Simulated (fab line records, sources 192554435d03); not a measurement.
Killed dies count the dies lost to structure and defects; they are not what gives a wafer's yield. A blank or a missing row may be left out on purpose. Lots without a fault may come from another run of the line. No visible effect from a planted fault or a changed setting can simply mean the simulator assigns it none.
Lot-split experiment ; flow n5_finfet ; 7 lots, 36 wafers read, on a route of 1938 steps

ABOUT THE SPLIT
At N5_BEOL_M9_ETCH_62 (etches SOC in N2/H2, target depth 110 nm, overetch 22 nm, time 165 s), the setting time_s was moved away from the recipe's 165 s on 15 of the 36 wafers read, by +16.1% to +57.5%. This setting was run at the recipe's value on the other wafers.

FROM THE SPLIT TO THE READING: what the file shows between them, 4 steps
- N5_BEOL_M9_STRIP_68: strips in N2/H2
- N5_BEOL_M9_STRIP_67: strips in CF4
- N5_BEOL_M9_HM_OPEN_17: chemistry Cl2/BCl3, target TiN, target depth 20 nm, overetch 6 nm
- N5_BEOL_M9_STRIP_19: strips in O2

THE READING
cd_nm, in nm, at N5_BEOL_M9_CD_MEAS_18 (pitch 140 nm, target cd 70 nm). A value of 69.8 nm with a standard deviation of 0.59 nm is what fault-free wafers of this fab line usually give.

wafer;tool, chamber at the split;time_s as run, s;against the recipe;cd_nm, nm;against lot-mates on the recipe
L078.2;rie_diel-06, 3;165;recipe;69.9;-
L078.5;rie_diel-06, 0;165;recipe;69.8;-
L078.6;rie_diel-06, 3;165;recipe;68.7;-
L081.1;rie_diel-05, 3;198.2;+20.1%;70.4;-0.2
L081.2;rie_diel-05, 1;198.2;+20.1%;70.8;+0.2
L081.3;rie_diel-05, 2;198.2;+20.1%;71.1;+0.5
L081.4;rie_diel-05, 0;165;recipe;70.2;-
L081.5;rie_diel-05, 3;165;recipe;70.7;-
L081.6;rie_diel-05, 0;165;recipe;70.8;-
L082.1;rie_diel-03, 3;191.6;+16.1%;71.2;+1.1
L082.2;rie_diel-03, 0;165;recipe;70.1;-
L082.3;rie_diel-03, 2;191.6;+16.1%;70.4;+0.3
L082.4;rie_diel-03, 3,2;165;recipe;69.9;-
L082.5;rie_diel-03, 0;191.6;+16.1%;70.3;+0.2
L082.6;rie_diel-03, 3,2;165;recipe;70.3;-
L084.3;rie_diel-05, 2;165;recipe;68.5;-
L084.5;rie_diel-05, 3;165;recipe;69.3;-
L084.6;rie_diel-05, 2;165;recipe;69.5;-
L087.1;rie_diel-03, 1;231.4;+40.2%;71.9;+1.1
L087.2;rie_diel-03, 2,3,2;165;recipe;70.5;-
L087.3;rie_diel-03, 0;231.4;+40.2%;71.5;+0.7
L087.4;rie_diel-03, 2,3,2;165;recipe;70.9;-
L087.5;rie_diel-03, 1;231.4;+40.2%;71.6;+0.8
L087.6;rie_diel-03, 2,3,2;165;recipe;70.9;-
L096.1;rie_diel-05, 3;259.8;+57.5%;72.8;+2.9
L096.2;rie_diel-05, 0,3;165;recipe;70.0;-
L096.3;rie_diel-05, 1;259.8;+57.5%;71.2;+1.3
L096.4;rie_diel-05, 0,3;165;recipe;69.9;-
L096.5;rie_diel-05, 0;259.8;+57.5%;72.5;+2.6
L096.6;rie_diel-05, 1;165;recipe;69.9;-
L095.1;rie_diel-06, 3,1;252.8;+53.2%;72.3;+3.2
L095.2;rie_diel-06, 2;252.8;+53.2%;72.3;+3.2
L095.3;rie_diel-06, 1,3;165;recipe;68.9;-
L095.4;rie_diel-06, 2;165;recipe;69.0;-
L095.5;rie_diel-06, 1,3;165;recipe;69.5;-
L095.6;rie_diel-06, 3,1;252.8;+53.2%;72.8;+3.7
Rows listing several chambers each stand for several wafers; the file does not say which wafer went through which chamber.

THE FIT
A straight line over all 36 wafers: cd_nm changes by +0.0442 nm for each +1% of time_s; r = +0.85; the points scatter about the line by 0.61 nm.
The same after taking each lot's own level away (the mean of its wafers on the recipe; 36 wafers): +0.0441 nm for each +1%; r = +0.86; scatter 0.57 nm.
Per that fit: largest time_s move, reading shift of 2.5 nm.
From 69.10 to 70.77 nm: that is the span of the lots' own levels, equal to 2.8 times the standard deviation above.
So the lot-to-lot level changes the slope little: the two slopes agree.
Check: with one of the wafers moved furthest among these (+57.5%) left out of the fit, the line predicts +2.38 nm for it against its lot-mates. Against them it came out at +2.87 nm.

THE WHOLE CHAIN: every reading that the file lists as answering this split, in the file's order
step;what it does;reading;change (the file's fit);r (the file's)
N5_BEOL_M9_ETCH_62;etches SOC in N2/H2, target depth 110 nm, overetch 22 nm, time 165 s;SiARC_of_BEOL_M9_COAT_60.thk_nm (the simulator's own value, which no gauge read);-0.0635 nm for each +1% of the setting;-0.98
N5_BEOL_M9_HM_OPEN_17;chemistry Cl2/BCl3, target TiN, target depth 20 nm, overetch 6 nm;etch.depth_nm (the simulator's own value, which no gauge read);not straight: 19.82 at the lowest setting, 19.87 at the recipe, 10.9 at the highest;not given
N5_BEOL_M9_CD_MEAS_18;pitch 140 nm, target cd 70 nm;cd_nm;+0.0419 nm for each +1% of the setting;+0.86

FILE'S OWN FIT
cd_nm changes by +0.0419 nm for each +1% of time_s, r = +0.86.
